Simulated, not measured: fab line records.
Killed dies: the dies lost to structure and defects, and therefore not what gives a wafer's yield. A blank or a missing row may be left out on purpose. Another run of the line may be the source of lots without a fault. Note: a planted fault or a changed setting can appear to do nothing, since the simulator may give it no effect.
Matching of chambers + flow n5Finfet + N5_FIN_SAQP_PECVD_48 on pecvd-04: 3 sister chambers
The step deposits SiNx from SiH4/NH3/N2, target thk 25 nm, time 22.1 s. 5 wafers are shown with their chamber, then 7 later ones without.

WAFERS PAIRED WITH THEIR CHAMBERS
| wafer  | chamber | showerheadPlenumPTorr (Torr) | throttleValvePct (%) |
|--------|---------|------------------------------|----------------------|
| L087.3 | 1       | 5.18                         | 39.8                 |
| L087.5 | 0       | 5.08                         | 40.8                 |
| L087.6 | 2       | 5.09                         | 40.1                 |
| L090.1 | 1       | 5.19                         | 39.7                 |
| L090.3 | 0       | 5.08                         | 40.9                 |

WAFERS WITH NO CHAMBER GIVEN
| wafer  | showerheadPlenumPTorr (Torr) | throttleValvePct (%) |
|--------|------------------------------|----------------------|
| L090.5 | 5.09                         | 40.8                 |
| L093.2 | 5.08                         | 40.3                 |
| L093.3 | 5.08                         | 40.9                 |
| L093.4 | 5.07                         | 40.2                 |
| L097.2 | 5.17                         | 40.1                 |
| L097.4 | 5.09                         | 40.9                 |
| L097.6 | 5.18                         | 39.6                 |

WHICH CHAMBER EACH WENT THROUGH
| wafer  | from the rows above | in truth |
|--------|---------------------|----------|
| L090.5 | 0                   | 0        |
| L093.2 | 2                   | 2        |
| L093.3 | 0                   | 0        |
| L093.4 | 2                   | 2        |
| L097.2 | 1                   | 1        |
| L097.4 | 0                   | 0        |
| L097.6 | 1                   | 1        |
7 of 7 placed correctly. Number that these rows cannot place: 0. Wrongly placed: 0.
How it was worked out, from the rows above alone: a wafer's distance from a chamber is the root of the sum, over the readings, of the square of ((its reading less the chamber's mean) divided by the reading's scatter). If the next closest chamber is less than 2 further off than the closest, the wafer can't be placed; otherwise it belongs to the closest. For every chamber, the mean is computed from those of its wafers that are shown. The scatter: take each reading less its chamber's mean, square it, sum over the shown wafers, divide by the number of wafers less the number of chambers, and take the root.
